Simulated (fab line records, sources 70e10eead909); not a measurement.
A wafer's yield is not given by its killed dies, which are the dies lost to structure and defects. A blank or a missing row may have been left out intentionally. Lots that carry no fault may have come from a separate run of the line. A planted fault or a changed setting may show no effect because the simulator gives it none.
fab line records	flow nand_harc
record lots=14	wafers=42	last_day=33
route steps=1302 shown A_BONDPAD@1204 HYBRID_BOND@1242 THIN_TSV@1288
lots that met no fault: from a run of the same line without faults
start_h: start of the lot's first displayed wafer, in hours after the record's first day	wait_h: hours from the lot's prior step to this one	" identical to the entry in the row above	L1.1+2: a row that stands for several wafers	- value missing, or start not given	* or withheld: withheld	< > ~ a bound
route shown NAME@n: NAME is a module with steps in the file, n the number in the route of the first one	usual: mean and standard deviation over wafers with no fault	same: alike in all rows	chamber/n: place in a boat	sites: per-site readings	_std_site: how widely they spread, as a standard deviation	_edge_site: outer sites' mean less inner sites'	radius_mm: how far each site lies from the wafer's centre	mask NAME#n: copy n	behind: tool/chamber where the wafer was last shaped	hold: why the lot was held/for how many hours/how that ended	device: which transistor (n, p or np) failed to switch	end of line: the route-end tests of the same wafers	a step without rows: its recipe alone	killed: count of dies lost to structure and defects at first sort (not the wafer's yield)	map: dies across one wafer; x = killed, . = not, _ = none there
set.NAME: the setting the step ran with; set.NAME@STEP: the setting that earlier step ran with	model.NAME: the simulator's own value behind a step, which no gauge read
route steps across a sampled set of lots; one table per step, one row per wafer
services: a tool's chamber out of use, with start hour (start_h, from the record's first day; less than 0 if before it), hours out, and reason
## steps
# step NHARC_A_BONDPAD_THK_MEAS_30
# recipe thk_meas_gauge=ellipsometry
# usual thk_nm=200.0/1.6
lot.wafer	tool	chamber	start_h	wait_h	thk_nm
L865.1	film_metro-02	-	537.43	0.2	197.3
L865.2	"	-	"	"	199.8
L865.4	"	-	"	"	198.9
L863.1	film_metro-01	-	538.73	0.2	200.8
L863.5	"	-	"	"	201.2
L863.6	"	-	"	"	202.3
L867.1	film_metro-01	-	561.49	0.2	198.5
L867.3	"	-	"	"	200.4
L867.4	"	-	"	"	202.0
L869.2	film_metro-01	-	591.64	0.2	199.4
L869.3	"	-	"	"	198.4
L869.5	"	-	"	"	199.5
L870.3	film_metro-01	-	609.61	0.2	200.3
L870.5	"	-	"	"	200.3
L870.6	"	-	"	"	198.4
L872.2	film_metro-02	-	627.42	0.2	202.1
L872.3	"	-	"	"	196.6
L872.6	"	-	"	"	200.8
L877.1	film_metro-02	-	670.97	0.2	197.9
L877.3	"	-	"	"	200.2
L877.6	"	-	"	"	200.3
L878.1	film_metro-02	-	675.63	0.1	199.7
L878.4	"	-	"	"	198.6
L878.5	"	-	"	"	198.7
L880.3	film_metro-01	-	705.45	0.2	198.0
L880.4	"	-	"	"	200.8
L880.5	"	-	"	"	201.2
L881.1	film_metro-02	-	710.01	0.2	200.9
L881.2	"	-	"	"	198.4
L881.5	"	-	"	"	199.3
L883.1	film_metro-02	-	725.03	0.2	201.0
L883.2	"	-	"	"	201.5
L883.5	"	-	"	"	202.6
L885.2	film_metro-02	-	737.77	0.2	199.9
L885.3	"	-	"	"	201.0
L885.4	"	-	"	"	200.9
L884.2	film_metro-01	-	740.00	0.2	198.8
L884.4	"	-	"	"	202.8
L884.5	"	-	"	"	201.0
L886.2	film_metro-02	-	759.04	0.2	202.6
L886.3	"	-	"	"	201.7
L886.6	"	-	"	"	201.9
# step NHARC_A_BONDPAD_ANNEAL_28
# recipe temp_c=225	time_s=90
# usual wafer_temp_C_max=226.3/0.36
lot.wafer	tool	chamber	start_h	wait_h	wafer_temp_C_max
L865.1	rtp_anneal-02	0	539.89	0.3	226.0
L865.2	"	0	"	"	226.1
L865.4	"	0	"	"	225.9
L863.1	rtp_anneal-01	0	541.19	-	226.3
L863.5	"	0	"	"	226.1
L863.6	"	0	"	"	226.3
L867.1	rtp_anneal-01	0	563.87	0.3	226.2
L867.3	"	0	"	"	226.4
L867.4	"	0	"	"	226.5
L869.2	rtp_anneal-02	0	594.10	0.4	226.3
L869.3	"	0	"	"	226.5
L869.5	"	0	"	"	226.1
L870.3	rtp_anneal-01	0	613.58	0.3	226.5
L870.5	"	0	"	"	226.8
L870.6	"	0	"	"	226.3
L872.2	rtp_anneal-02	0	629.95	-	225.9
L872.3	"	0	"	"	225.8
L872.6	"	0	"	"	226.1
L877.1	rtp_anneal-01	0	673.45	-	226.4
L877.3	"	0	"	"	226.3
L877.6	"	0	"	"	226.8
L878.1	rtp_anneal-02	0	678.18	0.3	226.0
L878.4	"	0	"	"	226.2
L878.5	"	0	"	"	226.0
L880.3	rtp_anneal-02	0	708.08	0.3	226.1
L880.4	"	0	"	"	225.8
L880.5	"	0	"	"	226.0
L881.1	rtp_anneal-02	0	712.46	0.3	226.9
L881.2	"	0	"	"	226.6
L881.5	"	0	"	"	226.4
L883.1	rtp_anneal-02	0	727.49	0.3	225.9
L883.2	"	0	"	"	225.7
L883.5	"	0	"	"	226.3
L885.2	rtp_anneal-01	0	740.15	-	227.2
L885.3	"	0	"	"	227.1
L885.4	"	0	"	"	226.7
L884.2	rtp_anneal-01	0	742.52	-	226.9
L884.4	"	0	"	"	226.8
L884.5	"	0	"	"	226.8
L886.2	rtp_anneal-02	0	761.45	0.3	226.5
L886.3	"	0	"	"	226.3
L886.6	"	0	"	"	226.5
# step NHARC_HYBRID_BOND_OVL_MEAS_05
# usual overlay_x_nm=1/31	overlay_y_nm=0/31
lot.wafer	tool	chamber	start_h	wait_h	overlay_x_nm	overlay_y_nm
L863.1	overlay-02	-	549.93	0.4	-51	-22
L863.5	"	-	"	"	34	20
L863.6	"	-	"	"	42	-43
L865.1	overlay-01	-	549.93	0.4	-5	-11
L865.2	"	-	"	"	8	29
L865.4	"	-	"	"	67	17
L867.1	overlay-02	-	574.21	0.4	9	5
L867.3	"	-	"	"	-10	12
L867.4	"	-	"	"	34	-7
L869.2	overlay-02	-	604.76	0.4	-38	4
L869.3	"	-	"	"	-16	-53
L869.5	"	-	"	"	-70	33
L870.3	overlay-01	-	623.84	0.4	14	-48
L870.5	"	-	"	"	11	8
L870.6	"	-	"	"	-4	-23
L872.2	overlay-01	-	640.27	0.4	24	51
L872.3	"	-	"	"	31	-20
L872.6	"	-	"	"	29	20
L877.1	overlay-01	-	683.67	0.4	-16	22
L877.3	"	-	"	"	34	-2
L877.6	"	-	"	"	46	10
L878.1	overlay-02	-	692.37	0.4	-3	-33
L878.4	"	-	"	"	-12	14
L878.5	"	-	"	"	-7	-31
L881.1	overlay-02	-	721.63	0.4	0	43
L881.2	"	-	"	"	3	10
L881.5	"	-	"	"	22	-5
L880.3	overlay-01	-	721.63	0.4	-88	-9
L880.4	"	-	"	"	0	49
L880.5	"	-	"	"	-55	-43
L883.1	overlay-01	-	741.49	0.4	31	-27
L883.2	"	-	"	"	26	80
L883.5	"	-	"	"	18	19
L885.2	overlay-02	-	755.57	0.4	8	-44
L885.3	"	-	"	"	-74	29
L885.4	"	-	"	"	29	36
L884.2	overlay-02	-	755.58	0.4	7	-23
L884.4	"	-	"	"	12	-6
L884.5	"	-	"	"	-8	-21
L886.2	overlay-02	-	771.80	0.4	-18	57
L886.3	"	-	"	"	1	18
L886.6	"	-	"	"	14	-30
# step NHARC_THIN_TSV_EXPOSE_30
# recipe na=0.55	dose_mj=11.47	mask_id=PAD
# usual exposure_dose_mJ_cm2=11.470/0.011	focus_offset_nm=0.0/0.5
lot.wafer	tool	chamber	start_h	wait_h	mask	exposure_dose_mJ_cm2	focus_offset_nm
L863.1	krf_scanner-04	0	558.30	-	PAD#0	11.474	-0.3
L863.5	"	0	"	"	PAD#0	11.464	0.7
L863.6	"	0	"	"	PAD#0	11.468	0.1
L865.1	krf_scanner-03	0	559.64	-	PAD#0	11.477	1.3
L865.2	"	0	"	"	PAD#0	11.490	1.0
L865.4	"	0	"	"	PAD#0	11.496	1.0
L867.1	krf_scanner-03	0	582.70	-	PAD#0	11.459	-0.7
L867.3	"	0	"	"	PAD#0	11.462	0.3
L867.4	"	0	"	"	PAD#0	11.460	0.5
L869.2	krf_scanner-04	0	613.16	-	PAD#0	11.478	0.6
L869.3	"	0	"	"	PAD#0	11.478	0.4
L869.5	"	0	"	"	PAD#0	11.475	0.7
L870.3	krf_scanner-03	0	632.17	-	PAD#0	11.472	0.3
L870.5	"	0	"	"	PAD#0	11.466	0.7
L870.6	"	0	"	"	PAD#0	11.461	0.2
L872.2	krf_scanner-04	0	648.85	-	PAD#0	11.473	-0.2
L872.3	"	0	"	"	PAD#0	11.479	-0.8
L872.6	"	0	"	"	PAD#0	11.490	-0.1
L877.1	krf_scanner-04	-	691.87	-	PAD#0	-	-
L877.3	"	-	"	"	PAD#0	-	-
L877.6	"	-	"	"	PAD#0	-	-
L878.1	krf_scanner-03	-	700.85	-	PAD#0	-	-
L878.4	"	-	"	"	PAD#0	-	-
L878.5	"	-	"	"	PAD#0	-	-
L881.1	krf_scanner-04	0	730.25	-	PAD#0	11.458	-0.7
L881.2	"	0	"	"	PAD#0	11.461	-0.2
L881.5	"	0	"	"	PAD#0	11.456	-0.9
L880.3	krf_scanner-03	0	731.36	-	PAD#0	11.453	0.3
L880.4	"	0	"	"	PAD#0	11.467	0.4
L880.5	"	0	"	"	PAD#0	11.458	0.1
L883.1	krf_scanner-01	0	752.36	-	PAD#0	11.474	-0.2
L883.2	"	0	"	"	PAD#0	11.479	-0.5
L883.5	"	0	"	"	PAD#0	11.464	0.3
L885.2	krf_scanner-01	0	764.04	-	PAD#0	11.473	-0.2
L885.3	"	0	"	"	PAD#0	11.462	0.5
L885.4	"	0	"	"	PAD#0	11.477	0.5
L884.2	krf_scanner-03	0	765.30	-	PAD#0	11.477	-1.1
L884.4	"	0	"	"	PAD#0	11.489	-0.2
L884.5	"	0	"	"	PAD#0	11.478	-0.4
L886.2	krf_scanner-04	0	780.29	-	PAD#0	11.465	1.0
L886.3	"	0	"	"	PAD#0	11.474	-0.4
L886.6	"	0	"	"	PAD#0	11.479	-0.4
## services
tool	chamber	start_h	hours	kind
krf_scanner-01	0	517.81	-	calibration
krf_scanner-04	-	526.01	4.0	pm
krf_scanner-04	-	533.03	1.0	repair
krf_scanner-03	-	560.64	0.6	repair
krf_scanner-03	-	568.00	4.0	pm
krf_scanner-04	0	587.85	-	calibration
krf_scanner-03	-	605.52	2.6	repair
krf_scanner-04	-	636.86	0.5	repair
krf_scanner-03	0	645.33	-	calibration
krf_scanner-01	-	656.00	4.0	pm
krf_scanner-04	-	681.90	0.5	repair
krf_scanner-01	0	692.82	-	calibration
krf_scanner-04	-	695.04	0.4	repair
krf_scanner-01	-	695.35	1.4	repair
krf_scanner-04	-	698.01	4.0	pm
rtp_anneal-01	-	701.46	1.1	repair
krf_scanner-01	-	710.71	0.3	repair
krf_scanner-04	-	714.24	1.9	repair
krf_scanner-03	-	740.00	4.0	pm
rtp_anneal-02	-	744.30	12.0	pm
krf_scanner-04	-	750.97	2.7	repair
krf_scanner-04	0	761.19	-	calibration
## key
first_sign step=NHARC_THIN_TSV_EXPOSE_30	reading=tool_record	direction=missing
effect none on later readings
met_at NHARC_THIN_TSV_EXPOSE_30
struck_lots L877,L878
later_rows_left_out L877.1,L877.3,L877.6,L878.1,L878.4,L878.5
sort_left_out L877.1,L877.3,L877.6,L878.1,L878.4,L878.5
not_acting_at NHARC_A_BONDPAD_THK_MEAS_30,NHARC_A_BONDPAD_ANNEAL_28,NHARC_HYBRID_BOND_OVL_MEAS_05
onset_between 648.85 691.87
fault kind=skipped_step_whole	tool=krf_scanner-03,krf_scanner-04	chamber=-	onset_h=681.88	steps=NHARC_THIN_TSV_EXPOSE_30	scope=struck_lots_only
# sort_left_out: the simulated sort isn't trusted on such a fault, so these wafers' sort isn't shown, and their yield isn't known
# later_rows_left_out: the simulator's readings of these wafers behind a module that went badly wrong aren't trusted and aren't shown, but for the sort
